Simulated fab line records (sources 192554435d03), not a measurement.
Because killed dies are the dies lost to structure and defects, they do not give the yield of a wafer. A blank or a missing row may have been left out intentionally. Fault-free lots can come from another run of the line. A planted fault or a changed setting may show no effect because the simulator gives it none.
What tool caused it? ; flow n5 finfet ; Sampling: 12 lots, 34 wafers, 3 of 1938 route steps

== WHAT EACH GAUGE READ, for each wafer ==
N5_BEOL_M10_CD_MEAS_11: the cd target is 64.1 nm. Usual: cd nm at 64.4 nm, with a standard deviation of 0.77.
lot;measured;on;cd nm (nm);flag
L481;day 11 02:16;cd sem-02;64.7 65.1 65.5;
L482;day 11 09:40;cd sem-01;66.1 65.0 64.5;
L486;day 11 16:37;cd sem-02;65.2 64.8 64.9;
L485;day 11 23:11;cd sem-01;63.8 62.8 63.6;
L484;day 11 23:29;cd sem-03;64.5 65.4 64.6;
L488;day 11 23:39;cd sem-03;64.2 64.6;
L487;day 12 04:29;cd sem-01;63.1 65.4 64.4;
L493;day 13 15:54;cd sem-03;64.4 64.5 64.9;
L496;day 14 18:46;cd sem-02;64.4 63.7;
L500;day 16 04:35;cd sem-01;65.6 65.2 64.9;
L502;day 16 07:56;cd sem-02;65.0 65.0 65.2;
L501;day 17 06:21;cd sem-03;64.6 65.2 65.2;

N5_BEOL_M10_CD_MEAS_18: pitch 140 nm, target cd 70 nm. Usual: cd nm at 70.2 nm, with a standard deviation of 0.94.
lot;measured;on;cd nm (nm);flag
L481;day 11 02:57;cd sem-03;69.8 71.2 71.3;
L482;day 11 10:13;cd sem-02;71.3 71.0 70.0;
L486;day 11 17:21;cd sem-01;70.2 70.1 70.8;
L485;day 11 23:43;cd sem-02;69.9 68.3 69.5;
L484;day 12 00:02;cd sem-01;69.9 71.0 69.9;
L488;day 12 00:11;cd sem-01;70.4 69.3;
L487;day 12 05:02;cd sem-03;69.7 71.7 71.6;
L493;day 13 16:26;cd sem-03;70.8 70.8 70.6;
L496;day 14 19:19;cd sem-02;70.4 69.0;
L500;day 16 05:07;cd sem-03;70.7 71.8 71.3;
L502;day 16 08:44;cd sem-02;70.5 70.4 71.2;
L501;day 17 07:20;cd sem-01;71.2 70.8 71.0;

== WHICH TOOL RAN EACH LOT (tool, then ch and the chambers of the sampled wafers, then the start) ==
lot;N5_BEOL_M10_ETCH_62
L481;rie diel-03 ch 0,1,3, day 11 02:27
L482;rie diel-06 ch 0,1,3, day 11 09:50
L486;rie diel-03 ch 0,2,3, day 11 16:50
L485;rie diel-01 ch 0,2, day 11 23:22
L484;rie diel-03 ch 0,1,3, day 11 23:40
L488;rie diel-06 ch 2,3, day 11 23:49
L487;rie diel-01 ch 1,2, day 12 04:40
L493;rie diel-06 ch 0,1,3, day 13 16:04
L496;rie diel-06 ch 1,3, day 14 18:57
L500;rie diel-01 ch 1,3, day 16 04:45
L502;rie diel-03 ch 0,1,3, day 16 08:22
L501;rie diel-03 ch 0,1,2, day 17 06:58
- N5_BEOL_M10_ETCH_62: etches SOC in N2/H2, target depth 110 nm, overetch 22 nm, time 165 s.

== AS READ BY THE TOOLS THEMSELVES (means over the sampled wafers that have a number; for cases with no such wafer, the mark the record gives instead) ==
N5_BEOL_M10_ETCH_62. Usual: drypump motor current A 5.9 A, standard deviation 0.42; n2 flow sccm 199.9 sccm, standard deviation 0.55; oes product au 0.65 a.u., standard deviation 0.058; rf vpp V 523.8 V, standard deviation 2; showerhead plenum p Torr 2.53 Torr, standard deviation 0.073; throttle valve pct 17.82 %, standard deviation 0.17.
lot;tool;drypump motor current A (A);n2 flow sccm (sccm);oes product au (a.u.);rf vpp V (V);showerhead plenum p Torr (Torr);throttle valve pct (%);flag
L481;rie diel-03;6.0;199.9;0.65;523.5;2.51;17.78;
L482;rie diel-06;5.9;200.0;0.72;527.0;2.60;17.74;
L486;rie diel-03;5.9;200.1;0.62;522.7;2.49;17.74;
L485;rie diel-01;6.4;200.2;0.67;526.7;2.61;17.95;
L484;rie diel-03;6.0;199.8;0.65;522.9;2.50;17.80;
L488;rie diel-06;5.3;200.2;0.66;524.0;2.54;17.79;
L487;rie diel-01;6.1;200.4;0.68;523.8;2.52;17.81;
L493;rie diel-06;5.8;199.8;0.69;526.2;2.60;17.77;
L496;rie diel-06;5.9;200.2;0.71;524.7;2.58;17.81;
L500;rie diel-01;6.0;199.9;0.69;520.7;2.45;17.77;
L502;rie diel-03;6.0;199.7;0.62;523.1;2.49;17.87;
L501;rie diel-03;5.7;199.8;0.59;523.6;2.52;18.01;

== THE ANSWER, worked out from the rows above alone ==
Rule: take the mean of a lot's wafers that have a number; if it is more than 3 standard deviations from the usual mean, the lot is off. A lot without any number at a reading at which 4 lots or more have one is off too. The other lots that the step has rows for count as sound. The gauges are gone through in route order, then the tools' own readings, and for those a lot's mean is taken as printed above. The first step at which some lot is off is used, and at that step the reading that is off furthest; a lot without a number counts as furthest.
None of the lots is off at any reading shown; this tells nothing.

== WHAT HAD BEEN PUT IN BY THE SIMULATOR ==
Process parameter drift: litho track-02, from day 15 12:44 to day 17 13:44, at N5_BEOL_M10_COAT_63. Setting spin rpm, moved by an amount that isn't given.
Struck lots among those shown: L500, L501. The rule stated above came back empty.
